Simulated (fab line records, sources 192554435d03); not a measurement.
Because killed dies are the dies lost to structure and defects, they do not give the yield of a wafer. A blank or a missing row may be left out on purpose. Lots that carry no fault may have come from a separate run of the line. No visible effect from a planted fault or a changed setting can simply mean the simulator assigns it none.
Matching of chambers || flow n5-finfet || 3 sister chambers for N5_BEOL_M3_PRE_CLEAN_60 on cvd-co-02
The step time 15 s. 3 wafers are shown with their chamber, then 8 later ones without.

## WAFERS WITH THEIR CHAMBER
{"wafer": "L309.4", "chamber": 0, "heater-power-w (W)": 93}
{"wafer": "L307.1", "chamber": 2, "heater-power-w (W)": 60}
{"wafer": "L310.1", "chamber": 1, "heater-power-w (W)": 93}

## WAFERS MISSING THEIR CHAMBER
{"wafer": "L310.3", "heater-power-w (W)": 59}
{"wafer": "L310.4", "heater-power-w (W)": 91}
{"wafer": "L314.1", "heater-power-w (W)": 93}
{"wafer": "L314.2", "heater-power-w (W)": 59}
{"wafer": "L314.4", "heater-power-w (W)": 94}
{"wafer": "L316.3", "heater-power-w (W)": 93}
{"wafer": "L316.4", "heater-power-w (W)": 59}
{"wafer": "L316.5", "heater-power-w (W)": 93}

## WHICH CHAMBER EACH ONE RAN IN
{"wafer": "L310.3", "from the rows above": 2, "in truth": 2}
{"wafer": "L310.4", "from the rows above": "can't be placed: 0 or 1", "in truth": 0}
{"wafer": "L314.1", "from the rows above": "can't be placed: 0 or 1", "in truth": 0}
{"wafer": "L314.2", "from the rows above": 2, "in truth": 2}
{"wafer": "L314.4", "from the rows above": "can't be placed: 0 or 1", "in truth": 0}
{"wafer": "L316.3", "from the rows above": "can't be placed: 0 or 1", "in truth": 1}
{"wafer": "L316.4", "from the rows above": 2, "in truth": 2}
{"wafer": "L316.5", "from the rows above": "can't be placed: 0 or 1", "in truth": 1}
Correctly placed: 3 of 8. Can't be placed from these rows: 5 (the true chamber is among the candidates in 5). Placed wrongly: 0.
How it was worked out, from the rows above alone: a wafer's distance from a chamber is the root of the sum, over the readings, of the square of ((its reading less the chamber's mean) divided by the reading's scatter). The wafer belongs to the nearest chamber; if the next one is less than 2 further off, it can't be placed. Each chamber's mean is taken over the wafers shown for it. The scatter: with one shown wafer a chamber, the root of the mean of the squares of how far each hidden wafer lies from its nearest shown one.
